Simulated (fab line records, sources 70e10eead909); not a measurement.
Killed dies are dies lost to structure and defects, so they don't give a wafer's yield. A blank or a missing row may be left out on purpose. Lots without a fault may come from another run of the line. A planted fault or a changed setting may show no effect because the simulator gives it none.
A struck lot beside a sound one | flow nand_harc | 14 steps out of a route of 1302
Sound: wafers L582.2, L582.5, L582.6. Struck: wafers L595.1, L595.3, L595.4. The cause comes at the end.
At each step with rows: each side's tool, then ch and its chambers, then its first start. Under that, the readings that differ: sound wafers | struck wafers | difference of the means | sigmas: that difference in standard deviations of wafers without a fault.
alike: readings whose means differ by less than 2 such deviations, and words and numbers that are the same on both sides. not compared: withheld readings, readings that some wafer has no value for, bounds like >300 that may hide the same value, and numbers for which the record gives no deviation and whose values overlap.
The two part at a step that has a row with sigmas, a row that says differs or no value, or rows on one side only. Numbers that don't overlap but have no deviation are shown without sigmas and don't part them. A reading that every wafer of one side lacks parts them only if that side has two wafers or more.

first, 1 step without rows for these wafers: NHARC_A_M0_DEVELOP_08 (develop time 35 s).
NHARC_A_M0_CD_MEAS_09: target cd 80 nm.
  sound on cd_sem-02 ch 0, day 25 12:19; struck on cd_sem-03 ch 0, day 30 20:55
  alike: cd_nm
NHARC_A_M0_OVL_MEAS_10: pitch 160 nm.
  sound on overlay-01, day 25 12:25; struck on overlay-02, day 30 21:01
  reading           | sound       | struck         | difference | sigmas
  overlay_y_nm (nm) | 0.9 0.6 0.9 | -1.4 -0.8 -0.6 | -1.7       | -2
  alike: overlay_x_nm
NHARC_A_M0_INSPECT_11:
  sound on defect_inspect-02, day 25 12:26; struck on defect_inspect-01, day 30 21:03
  reading          | sound    | struck     | difference | sigmas
  raw_defect_count | 30 38 28 | 119 99 138 | +87        | +3
NHARC_A_M0_DESCUM_14: chemistry O2, time 3 s.
  sound on rie_diel-02 ch 2,3, day 25 12:30; struck on rie_diel-02 ch 1,2,3, day 30 21:07
  alike: drypump_motor_current_A, oes_product_au, rf_vpp_V, showerhead_plenum_p_Torr, throttle_valve_pct
  not compared: rf_hours_counter_h
NHARC_A_M0_ETCH_34: etches the open film in N2/H2, target depth 40 nm, overetch 12 nm, time 43.94 s.
  sound on rie_diel-02 ch 2,3, day 25 12:35; struck on rie_diel-02 ch 0,1,3, day 30 21:11
  alike: drypump_motor_current_A, oes_product_au, rf_vpp_V, showerhead_plenum_p_Torr, throttle_valve_pct
  not compared: rf_hours_counter_h
NHARC_A_M0_ETCH_15: etches the open film in C4F8/Ar, target depth 150 nm, overetch 15 nm, time 82.5 s.
  sound on rie_diel-02 ch 0,1,3; struck on rie_diel-02 ch 0,1,2
  alike: oes_product_au, rf_vpp_V
  not compared: rf_hours_counter_h
NHARC_A_M0_CD_MEAS_16:
  sound on cd_sem-03, day 25 12:49; struck on cd_sem-03, day 30 21:25
  alike: cd_nm
NHARC_A_M0_STRIP_18: strips in N2/H2.
  sound on rie_diel-10 ch 0,1, day 25 12:53; struck on rie_diel-10 ch 0,1,2, day 30 21:31
  alike: drypump_motor_current_A, oes_product_au, power_w, rf_vpp_V, showerhead_plenum_p_Torr, throttle_valve_pct
  not compared: rf_hours_counter_h
then, 3 steps without rows for these wafers: NHARC_A_M0_STRIP_19 (strips in post etch residue remover, time 600 s); NHARC_A_M0_DEGAS_28 (time 60 s); NHARC_A_M0_PRE_CLEAN_29 (time 30 s).
NHARC_A_M0_PVD_20: deposits TaN, target thk 5 nm, time 8.06 s.
  sound on pvd_sputter-03, day 25 13:34; struck on pvd_sputter-03, day 30 22:08
  no value came back on the struck wafers for bias_v (V), cathode_dc_power_W (W), throttle_valve_pct (%), time_s (s); on the sound wafers bias_v (V) reads 169.1 170.0 166.7
NHARC_A_M0_PVD_21: deposits Cu, target thk 30 nm, time 20.49 s.
  sound on pvd_sputter-03; struck on pvd_sputter-03
  alike: cathode_dc_power_W, chamber_pressure_pa, throttle_valve_pct

WHERE THEY PART
First at NHARC_A_M0_OVL_MEAS_10; last, within this record, at NHARC_A_M0_PVD_20. Later steps at which nothing parts them and some readings are alike: NHARC_A_M0_PVD_21.

WHY: what the simulator had put in
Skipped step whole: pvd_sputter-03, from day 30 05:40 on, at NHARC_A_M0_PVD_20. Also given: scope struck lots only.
